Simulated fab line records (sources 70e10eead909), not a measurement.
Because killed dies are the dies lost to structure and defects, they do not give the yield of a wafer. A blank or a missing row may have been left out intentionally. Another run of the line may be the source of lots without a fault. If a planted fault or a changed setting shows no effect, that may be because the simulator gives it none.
Chamber matching + flow nand harc + NHARC_P_M2_PRE_CLEAN_32 on pecvd-04 has 3 sister chambers
The step time 12 s. 16 wafers are shown with their chamber, then 8 later ones without.

## WAFERS, EACH WITH ITS CHAMBER
| wafer  | chamber | heater power w (W) |
|--------|---------|--------------------|
| L075.2 | 1       | 611                |
| L075.4 | 1       | 624                |
| L075.5 | 0       | 484                |
| L077.2 | 2       | 627                |
| L077.4 | 1       | 571                |
| L077.6 | 0       | 478                |
| L076.1 | 0       | 512                |
| L076.3 | 1       | 531                |
| L076.6 | 2       | 599                |
| L081.2 | 0       | 455                |
| L081.4 | 2       | 629                |
| L081.5 | 1       | 649                |
| L089.2 | 1       | 648                |
| L089.4 | 2       | 617                |
| L089.6 | 0       | 490                |
| L092.2 | 2       | 597                |

SIGNATURES, as means of the wafers listed above
| reading        | chamber 0 | chamber 1 | chamber 2 | scatter within a chamber |
|----------------|-----------|-----------|-----------|--------------------------|
| heater power w | 483.80    | 605.67    | 613.80    | 32.1                     |
Rule: a wafer's distance from a chamber is the root of the sum, over the readings, of the square of ((its reading less the chamber's mean) divided by the reading's scatter). If the next closest chamber is less than 2 further off than the closest, the wafer can't be placed; otherwise it belongs to the closest. The scatter is the square root of a quotient: the sum, over the shown wafers, of each reading's squared deviation from its chamber's mean, divided by wafers minus chambers.

## WAFERS WITHOUT THEIR CHAMBER
| wafer  | heater power w (W) |
|--------|--------------------|
| L092.4 | 485                |
| L092.5 | 627                |
| L094.1 | 603                |
| L094.3 | 508                |
| L094.5 | 490                |
| L096.1 | 578                |
| L096.5 | 594                |
| L096.6 | 595                |

## CHAMBER TAKEN BY EACH
| wafer  | from the rows above     | in truth                   |
|--------|-------------------------|----------------------------|
| L092.4 | 0                       | 0                          |
| L092.5 | can't be placed: 2 or 1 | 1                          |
| L094.1 | can't be placed: 1 or 2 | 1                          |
| L094.3 | 0                       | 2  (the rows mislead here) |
| L094.5 | 0                       | 0                          |
| L096.1 | can't be placed: 1 or 2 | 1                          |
| L096.5 | can't be placed: 1 or 2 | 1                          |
| L096.6 | can't be placed: 1 or 2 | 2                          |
Placed correctly: 2 of 8. Can't be placed from these rows: 5 (the true chamber is among the candidates in 5). 1 placed wrongly.
